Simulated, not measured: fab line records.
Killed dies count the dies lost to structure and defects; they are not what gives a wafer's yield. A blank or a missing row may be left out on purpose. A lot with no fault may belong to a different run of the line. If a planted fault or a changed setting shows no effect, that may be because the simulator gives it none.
fab line records    flow n5_finfet
record: lots: 5  wafers: 15  last_day: 17
route steps=1938 shown BEOL_M8@1389 BEOL_M9@1401 PASSIVATION@1936
lots untouched by any fault: they come from a run of this same line in which no faults occurred
start_h: start of the lot's first displayed wafer, in hours after the record's first day    wait_h: hours since the lot's step before    " repeats the value in the row above    L1.1+2: a single row standing in for several wafers    - no value, or no start given    * or withheld: withheld    < > ~ a bound
route shown NAME@n: a module of which the file shows steps, and the number in the route of the first    usual: mean/standard deviation taken from wafers without a fault    same: alike in all rows    chamber/n: place in a boat    sites: readings site by site    _std_site: their standard deviation    _edge_site: inner sites' mean taken away from outer sites' mean    radius_mm: how far each site lies from the wafer's centre    mask NAME#n: copy n    behind: the tool/chamber that last shaped the wafer    hold: why the lot was held/for how many hours/how that ended    device: whichever transistor did not switch (one of n, p or np)    end of line: the same wafers' tests at the end of the route    step lacking rows: just its recipe    killed: count of dies lost to structure and defects at first sort (not the wafer's yield)    map: a wafer's dies, marking killed ones x, the rest . and places with no die _
set.NAME: the setting that was run; set.NAME@STEP: the one run at that earlier step    model.NAME: the simulator's own value behind a step, which no gauge read
lots at some steps of the route; a table a step, a row a wafer
services: a tool's chamber out of use, with start hour (start_h, from the record's first day; less than 0 if before it), hours out, and reason
== steps ==
step: N5_BEOL_M8_ALD_77
recipe: material: TaN  target_thk_a: 20  temp_c: 275  ald_precursor_family: PDMAT  ald_co_reactant: NH3  pressure_torr: 3  carrier_flow_sccm: 1500  pulse_time_s: 2  purge_time_s: 3  co_reactant_purge_time_s: 2  co_reactant_pulse_time_s: 3  ald_cycles: 40  precursor_vessel_temp_c: 75  precursor_vessel_pressure_torr: 26.25  precursor_vessel_carrier_sccm: 1000
usual: heater_power_w: 406/28
lot.wafer  tool          chamber  start_h  wait_h  heater_power_w
L264.3     ald_metal-02  2        206.22   0.0     413
L264.5     "             1        "        "       342
L264.6     "             0        "        "       417
L267.2     ald_metal-03  1        232.19   0.1     428
L267.3     "             0        "        "       398
L267.5     "             0        "        "       406
L270.3     ald_metal-02  1        253.50   0.1     347
L270.4     "             3        "        "       422
L270.5     "             2        "        "       415
L279.2     ald_metal-02  2        316.91   0.1     415
L279.3     "             3        "        "       427
L279.6     "             3        "        "       422
L281.2     ald_metal-02  3        337.01   0.0     426
L281.3     "             1        "        "       351
L281.5     "             2        "        "       421
step: N5_BEOL_M8_SURFACE_TREAT_79
recipe: gas: Ar  time_s: *  ion_energy_ev: *  ion_current_ma_cm2: 0.5  pressure_mtorr: *  ar_flow_sccm: 30
step: N5_BEOL_M8_CVD_78
recipe: material: Co  target_thk_a: 20  temp_c: withheld  precursor: CCTBA/H2  pressure_torr: 30  time_s: 142.3
step: N5_BEOL_M8_SPUTTER_48
recipe: material: Cu  target_thk_a: 100  temp_c: -20  bias_v: 60  power_w: 26000  chamber_pressure_pa: 0.13  time_s: 1.667
usual: throttle_valve_pct: 29.8/1.1
lot.wafer  tool            chamber  start_h  wait_h  throttle_valve_pct
L264.3     pvd_sputter-03  -        206.82   0.1     30.0
L264.5     "               -        "        "       29.6
L264.6     "               -        "        "       29.7
L267.2     pvd_sputter-03  -        232.65   0.1     31.9
L267.3     "               -        "        "       30.5
L267.5     "               -        "        "       30.0
L270.3     pvd_sputter-02  -        254.06   0.1     29.1
L270.4     "               -        "        "       30.4
L270.5     "               -        "        "       27.7
L279.2     pvd_sputter-02  -        317.41   0.1     29.4
L279.3     "               -        "        "       28.8
L279.6     "               -        "        "       28.8
L281.2     pvd_sputter-03  -        337.53   0.1     32.1
L281.3     "               -        "        "       30.9
L281.5     "               -        "        "       32.0
step: N5_BEOL_M8_ECD_50
recipe: material: Cu  target_thk_a: 3000
step: N5_BEOL_M8_ANNEAL_51
recipe: temp_c: 225  time_s: 90  ambient: N2
step: N5_BEOL_M8_CMP_52
recipe: stop_on: SiCOH_lowk  t_overpolish_s: 6.9  down_force_psi: 1  platen_rpm: 50  clearing_platen_down_force_psi: 1.5  clearing_platen_rpm: 50  post_cmp_clean: cu_alkaline  target_thk_nm: 80  clearing_platen_pad_velocity_m_s: 0.99484  pad_velocity_m_s: 0.99484
usual: barrier_field_endpoint_s: 29.3/0.74  motor_current_A: 6.1/0.61  overpolish_run_s: 6.900/0.0094  time_to_endpoint_s: 64/3.5
lot.wafer  tool    chamber  start_h  wait_h  barrier_field_endpoint_s  motor_current_A  overpolish_run_s  time_to_endpoint_s
L264.3     cmp-02  0        207.49   0.3     29.2                      7.3              6.905             65
L264.5     "       1        "        "       30.9                      6.4              6.883             67
L264.6     "       2        "        "       29.2                      6.9              6.911             64
L267.3     cmp-02  3        233.71   0.2     28.9                      5.7              6.900             61
L267.2     "       2        "        "       28.5                      7.1              6.888             64
L267.5     "       0        "        "       29.5                      7.0              6.913             66
L270.3     cmp-02  3        254.76   0.2     27.4                      5.9              6.895             61
L270.4     "       0        "        "       29.0                      6.5              6.911             61
L270.5     "       2        "        "       28.6                      7.5              6.899             62
L279.3     cmp-04  1        319.33   0.2     29.1                      6.4              6.884             66
L279.2     "       0        "        "       28.9                      5.3              6.905             61
L279.6     "       1        "        "       30.0                      6.3              6.901             65
L281.3     cmp-04  0        338.05   0.2     28.2                      5.5              6.904             57
L281.2     "       1        "        "       29.4                      6.3              6.917             65
L281.5     "       1        "        "       30.0                      6.3              6.897             64
step: N5_BEOL_M8_THK_MEAS_53
recipe: thk_meas_gauge: xrf  reads: Cu_of_BEOL_M8_ECD_50
usual: M8_THK: 81.0/2.3
lot.wafer  tool           chamber  start_h  wait_h  M8_THK[nm]
L264.3     film_metro-01  -        207.67   -       78.9
L264.5     "              -        "        "       80.0
L264.6     "              -        "        "       79.1
L267.2     film_metro-01  -        234.01   -       83.8
L267.3     "              -        "        "       80.6
L267.5     "              -        "        "       83.9
L270.3     film_metro-02  -        255.02   -       82.5
L270.4     "              -        "        "       78.9
L270.5     "              -        "        "       77.6
L279.2     film_metro-01  -        319.62   -       78.9
L279.3     "              -        "        "       84.2
L279.6     "              -        "        "       81.5
L281.2     film_metro-01  -        338.34   -       82.2
L281.3     "              -        "        "       80.7
L281.5     "              -        "        "       81.7
step: N5_BEOL_M8_PRE_CLEAN_55
recipe: gas: NH3  time_s: 15  temp_c: withheld  rf_power_w: 300
step: N5_BEOL_M8_DEP_56
recipe: material: SiCN  target_thk_a: 100  temp_c: withheld  precursor: 3MS/NH3  pressure_torr: 3  rf_w: 202  time_s: 17.5
usual: showerhead_plenum_p_Torr: 3.663/0.014  throttle_valve_pct: 9.0/0.37
lot.wafer  tool      chamber  start_h  wait_h  showerhead_plenum_p_Torr  throttle_valve_pct
L264.3     pecvd-01  0        207.73   0.0     3.667                     9.1
L264.5     "         2        "        "       3.669                     8.7
L264.6     "         1        "        "       3.663                     9.5
L267.2     pecvd-03  2        234.07   0.0     3.663                     8.2
L267.3     "         1        "        "       3.652                     9.7
L267.5     "         2        "        "       3.670                     7.7
L270.3     pecvd-01  0        255.08   0.0     3.660                     9.0
L270.4     "         0        "        "       3.662                     9.2
L270.5     "         2        "        "       3.661                     9.2
L279.2     pecvd-01  2        319.68   0.0     3.669                     8.9
L279.3     "         0        "        "       3.651                     9.1
L279.6     "         0        "        "       3.657                     9.1
L281.2     pecvd-01  2        338.42   0.0     3.671                     8.9
L281.3     "         2        "        "       3.668                     9.0
L281.5     "         2        "        "       3.665                     8.8
step: N5_BEOL_M8_RS_MEAS_57
recipe: thk_meas_gauge: four-point-probe  reads: Cu_of_BEOL_M8_ECD_50+Co_of_BEOL_M8_CVD_78+TaN_of_BEOL_M8_ALD_77
usual: M8_RS: 0.286/0.0088
lot.wafer  tool           chamber  start_h  wait_h  M8_RS[ohm/sq]
L264.3     film_metro-02  -        207.80   0.1     0.292
L264.5     "              -        "        "       0.287
L264.6     "              -        "        "       0.290
L267.2     film_metro-01  -        234.14   0.1     0.276
L267.3     "              -        "        "       0.286
L267.5     "              -        "        "       0.273
L270.3     film_metro-02  -        255.15   0.1     0.281
L270.4     "              -        "        "       0.294
L270.5     "              -        "        "       0.300
L279.2     film_metro-01  -        319.75   0.1     0.296
L279.3     "              -        "        "       0.276
L279.6     "              -        "        "       0.286
L281.2     film_metro-01  -        338.50   0.1     0.281
L281.3     "              -        "        "       0.286
L281.5     "              -        "        "       0.282
step: N5_BEOL_M8_INSPECT_58
recipe: inspect_instrument: darkfield  mode: post_dep
usual: raw_defect_count: 64/17
lot.wafer  tool               chamber  start_h  wait_h  raw_defect_count
L264.3     defect_inspect-02  -        207.82   0.0     60
L264.5     "                  -        "        "       42
L264.6     "                  -        "        "       36
L267.2     defect_inspect-01  -        234.17   0.0     92
L267.3     "                  -        "        "       60
L267.5     "                  -        "        "       99
L270.3     defect_inspect-02  -        255.17   0.0     44
L270.4     "                  -        "        "       58
L270.5     "                  -        "        "       42
L279.2     defect_inspect-02  -        319.78   0.0     45
L279.3     "                  -        "        "       66
L279.6     "                  -        "        "       35
L281.2     defect_inspect-02  -        338.53   0.0     93
L281.3     "                  -        "        "       77
L281.5     "                  -        "        "       68
step: N5_BEOL_M9_ILD_DEP_00
recipe: material: SiCOH_lowk  target_thk_a: 3085.1  temp_c: 300  precursor: DEMS/porogen  pressure_torr: 5  rf_w: 500  time_s: 58
usual: heater_power_w: 306/80  showerhead_plenum_p_Torr: 5.742/0.018  susceptor_temp_C: 300.00/0.18  throttle_valve_pct: 13.5/0.77
lot.wafer  tool      chamber  start_h  wait_h  heater_power_w  showerhead_plenum_p_Torr  susceptor_temp_C  throttle_valve_pct
L264.3     pecvd-02  2        207.86   0.0     414             5.742                     300.02            12.5
L264.5     "         0        "        "       212             5.753                     299.96            14.0
L264.6     "         1        "        "       234             5.746                     299.74            14.5
L267.2     pecvd-03  2        234.20   0.0     334             5.735                     299.79            12.1
L267.3     "         1        "        "       425             5.730                     299.89            14.6
L267.5     "         1        "        "       439             5.725                     300.24            14.3
L270.3     pecvd-03  2        255.21   0.0     331             5.731                     299.90            12.1
L270.4     "         1        "        "       416             5.732                     298.72            14.4
L270.5     "         0        "        "       283             5.765                     300.35            13.4
L279.2     pecvd-02  0        319.82   0.0     205             5.752                     300.13            14.1
L279.3     "         2        "        "       392             5.756                     299.90            12.6
L279.6     "         0        "        "       207             5.758                     299.90            13.9
L281.2     pecvd-02  2        338.57   0.0     411             5.745                     299.90            12.4
L281.3     "         1        "        "       260             5.741                     300.19            14.2
L281.5     "         2        "        "       340             5.757                     299.90            12.2
step: N5_BEOL_M9_CURE_71
recipe: temp_c: 385  time_s: 240  ambient: He/Ar  material: SiCOH_lowk
usual: lamp_power_pct: 52.31/0.056  wafer_temp_C_max: 386.7/0.63
lot.wafer  tool        chamber  start_h  wait_h  lamp_power_pct  wafer_temp_C_max
L264.3     uv_cure-03  2        208.23   0.3     52.35           386.7
L264.5     "           2        "        "       52.39           386.8
L264.6     "           2        "        "       52.35           386.9
L267.2     uv_cure-02  2        234.36   0.1     52.30           387.0
L267.3     "           2        "        "       52.32           387.3
L267.5     "           2        "        "       52.31           387.4
L270.3     uv_cure-03  2        255.45   0.2     52.31           386.5
L270.4     "           2        "        "       52.27           386.7
L270.5     "           2        "        "       52.25           386.8
L279.2     uv_cure-03  0        319.97   0.1     52.41           386.7
L279.3     "           0        "        "       52.31           386.1
L279.6     "           0        "        "       52.25           386.6
L281.2     uv_cure-01  1        338.73   0.1     52.37           385.9
L281.3     "           1        "        "       52.33           385.5
L281.5     "           1        "        "       52.23           386.0
step: N5_PASSIVATION_PROBE_49
usual: defect_limited_yield: 91.1/1.4  killed_at_M0_to_M3: 34/11  killed_at_M4_up: 14/5.7  killed_at_contacts: 14/6.9  killed_at_front_end: 40/11  killed_at_other: 4/3.1  killed_dies: 105/17  killed_open: 70/13  killed_short: 34/7.6  sort_bin_5_function: 5.3/0.95  sort_bin_6_memory: 3.3/0.64  sort_bin_8_speed: 0.00/0.029  sort_n_pass: 1075/17  sort_yield_pct: 91.1/1.4
same: gross_dies: 1180  killed_at_back_side: 0  sort_bin_4_leakage[%]: 0
lot.wafer  tool       chamber  start_h  wait_h  defect_limited_yield[%]  killed_at_M0_to_M3  killed_at_M4_up  killed_at_contacts  killed_at_front_end  killed_at_other  killed_dies  killed_open  killed_short  sort_bin_5_function[%]  sort_bin_6_memory[%]  sort_bin_8_speed[%]  sort_n_pass  sort_yield_pct[%]
L264.3     prober-01  -        270.61   0.1     91.6                     38                  12               7                   38                   4                99           56           42            5.3                     2.8                   0                    1081         91.6
L264.5     prober-01  -        270.71   0.2     91.9                     26                  17               0                   48                   5                96           62           31            5.5                     2.4                   0                    1084         91.9
L264.6     prober-01  -        270.76   0.3     91.9                     27                  15               15                  35                   4                96           62           34            4.4                     3.6                   0                    1084         91.9
L267.2     prober-01  -        311.04   0.1     90.7                     43                  18               12                  35                   2                110          75           35            5.9                     2.8                   0                    1070         90.7
L267.3     prober-01  -        311.09   0.1     92.0                     38                  18               18                  15                   5                94           61           32            4.7                     2.9                   0                    1086         92.0
L267.5     prober-01  -        311.19   0.2     91.4                     31                  9                18                  39                   4                101          76           25            5.4                     3.0                   0                    1079         91.4
L270.3     prober-02  -        330.45   0.1     88.9                     27                  8                24                  67                   5                131          91           39            7.0                     3.5                   0.34                 1045         88.6
L270.4     prober-02  -        330.50   0.2     91.1                     24                  13               14                  52                   2                105          68           37            5.3                     3.1                   0                    1075         91.1
L270.5     prober-02  -        330.55   0.2     91.9                     29                  13               11                  37                   6                96           56           38            5.0                     2.9                   0                    1084         91.9
L279.2     prober-01  -        381.61   0.1     92.0                     16                  7                35                  35                   1                94           76           17            4.9                     3.0                   0                    1086         92.0
L279.3     prober-01  -        381.66   0.1     90.9                     23                  10               22                  52                   0                107          67           40            4.9                     3.6                   0                    1073         90.9
L279.6     prober-01  -        381.81   0.3     90.4                     38                  7                22                  38                   8                113          69           41            5.3                     4.2                   0                    1067         90.4
killed by level:class
L264.3 BEOL_M0_SAQP:geometric_particle:short=12 DUMMY_GATE:geometric_particle:open=7 BEOL_M3:geometric_particle:open=7 BEOL_M1:geometric_particle:open=6 MOL_CONTACT_COAG:geometric_particle:open=5 STI_FIN_REVEAL:geometric_particle:open=4 BEOL_M0_SAQP:geometric_particle:open=4 GATE_CUT:geometric_particle:short=4
L264.5 DUMMY_GATE:geometric_particle:open=10 FIN_SAQP:geometric_particle:open=8 GATE_CUT:geometric_particle:short=6 FIN_SAQP:geometric_particle:short=5 BEOL_M0_SAQP:geometric_particle:open=5 BEOL_M0_SAQP:geometric_particle:short=5 BEOL_M2:geometric_particle:open=5 BEOL_M5:geometric_particle:open=5
L264.6 MOL_CONTACT_COAG:geometric_particle:open=14 STI_FIN_REVEAL:geometric_particle:open=10 BEOL_M1:geometric_particle:open=10 BEOL_M0_SAQP:geometric_particle:open=5 BEOL_M4:geometric_particle:open=4 BEOL_M4:geometric_particle:short=4 STARTING-WAFER:geometric_particle:short=4 STI_FIN_REVEAL:geometric_particle:short=3
L267.2 BEOL_M2:geometric_particle:open=11 BEOL_M0_SAQP:geometric_particle:short=11 BEOL_M0_SAQP:geometric_particle:open=10 MOL_CONTACT_COAG:geometric_particle:open=9 BEOL_M4:geometric_particle:open=9 STI_FIN_REVEAL:geometric_particle:open=7 BEOL_M3:geometric_particle:open=6 FIN_SAQP:geometric_particle:short=5
L267.3 MOL_CONTACT_COAG:geometric_particle:open=12 BEOL_M0_SAQP:geometric_particle:open=11 BEOL_M0_SAQP:geometric_particle:short=11 BEOL_M4:geometric_particle:open=7 BEOL_M2:geometric_particle:open=6 MOL_CONTACT_COAG:geometric_particle:short=6 BEOL_M3:geometric_particle:open=6 FIN_SAQP:geometric_particle:short=4
L267.5 MOL_CONTACT_COAG:geometric_particle:open=16 STI_FIN_REVEAL:geometric_particle:open=12 BEOL_M0_SAQP:geometric_particle:short=12 FIN_SAQP:geometric_particle:open=8 BEOL_M0_SAQP:geometric_particle:open=8 STI_FIN_REVEAL:geometric_particle:short=3 BEOL_M2:geometric_particle:open=3 BEOL_M3:geometric_particle:open=3
L270.3 STI_FIN_REVEAL:geometric_particle:open=22 MOL_CONTACT_COAG:geometric_particle:open=20 FIN_SAQP:geometric_particle:short=13 FIN_SAQP:geometric_particle:open=12 BEOL_M0_SAQP:geometric_particle:open=7 BEOL_M0_SAQP:geometric_particle:short=5 BEOL_M2:geometric_particle:open=5 BEOL_M3:geometric_particle:open=5
L270.4 MOL_CONTACT_COAG:geometric_particle:open=13 FIN_SAQP:geometric_particle:short=10 BEOL_M2:geometric_particle:open=8 STI_FIN_REVEAL:geometric_particle:open=7 BEOL_M0_SAQP:geometric_particle:open=7 STARTING-WAFER:geometric_particle:open=6 FIN_SAQP:geometric_particle:open=5 GATE_CUT:geometric_particle:short=4
L270.5 FIN_SAQP:geometric_particle:short=13 BEOL_M0_SAQP:geometric_particle:short=9 MOL_CONTACT_COAG:geometric_particle:open=8 FIN_SAQP:geometric_particle:open=7 STI_FIN_REVEAL:geometric_particle:open=7 BEOL_M0_SAQP:geometric_particle:open=5 BEOL_M2:geometric_particle:open=5 BEOL_M4:geometric_particle:open=5
L279.2 MOL_CONTACT_COAG:geometric_particle:open=34 STI_FIN_REVEAL:geometric_particle:open=15 FIN_SAQP:geometric_particle:short=4 BEOL_M0_SAQP:geometric_particle:short=4 GATE_CUT:geometric_particle:open=3 BEOL_M0:geometric_particle:open=3 BEOL_M2:geometric_particle:open=3 BEOL_M3:geometric_particle:open=3
L279.3 MOL_CONTACT_COAG:geometric_particle:open=17 FIN_SAQP:geometric_particle:short=15 FIN_SAQP:geometric_particle:open=9 STI_FIN_REVEAL:geometric_particle:open=9 BEOL_M3:geometric_particle:open=8 MOL_CONTACT_COAG:geometric_particle:short=5 BEOL_M5:geometric_particle:open=4 GATE_CUT:geometric_particle:short=4
L279.6 MOL_CONTACT_COAG:geometric_particle:open=18 FIN_SAQP:geometric_particle:short=11 BEOL_M0_SAQP:geometric_particle:short=11 BEOL_M0_SAQP:geometric_particle:open=9 STI_FIN_REVEAL:geometric_particle:open=6 FIN_SAQP:geometric_particle:open=5 DUMMY_GATE:geometric_particle:open=5 BEOL_M3:geometric_particle:open=5
== services ==
tool            chamber  start_h  hours  kind
ald_metal-02    0        187.53   3.4    repair
uv_cure-02      -        196.14   0.3    repair
uv_cure-02      -        212.08   2.1    pm
cmp-02          -        216.64   14.7   repair
cmp-04          -        218.55   3.3    repair
pecvd-01        1        221.11   2.1    scheduled_down
cmp-04          -        229.50   0.2    repair
cmp-04          -        231.14   4.0    pm
pvd_sputter-03  -        235.09   39.9   repair
ald_metal-02    -        238.45   1.0    repair
ald_metal-03    -        244.53   2.8    pm
pecvd-01        -        245.54   0.4    repair
cmp-02          -        248.48   4.0    pm
pecvd-02        2        257.54   8.1    repair
uv_cure-02      -        257.80   7.5    pm
pecvd-02        -        258.78   6.9    repair
cmp-02          -        259.60   0.7    repair
ald_metal-02    3        269.50   7.0    repair
pecvd-02        -        276.17   1.1    repair
cmp-04          -        291.07   1.2    repair
pecvd-03        -        307.04   2.8    pm
pecvd-02        -        308.00   1.4    repair
cmp-04          -        309.07   2.0    repair
ald_metal-03    0        324.61   11.5   repair
== key ==
first_sign: step: N5_BEOL_M9_ILD_DEP_00  reading: susceptor_temp_C  direction: down  sigmas: 7.2  usual: *  struck: *
effect none on later readings
met_at N5_BEOL_M9_ILD_DEP_00
struck_wafers L270.4
onset_between 234.20 255.21
fault: kind: process_parameter_drift  tool: pecvd-03  chamber: 1  onset_h: 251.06  steps: N5_BEOL_M9_ILD_DEP_00  channel: temp_c  offset: *  shape: step  end_h: 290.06  acts_in: *  stated: *
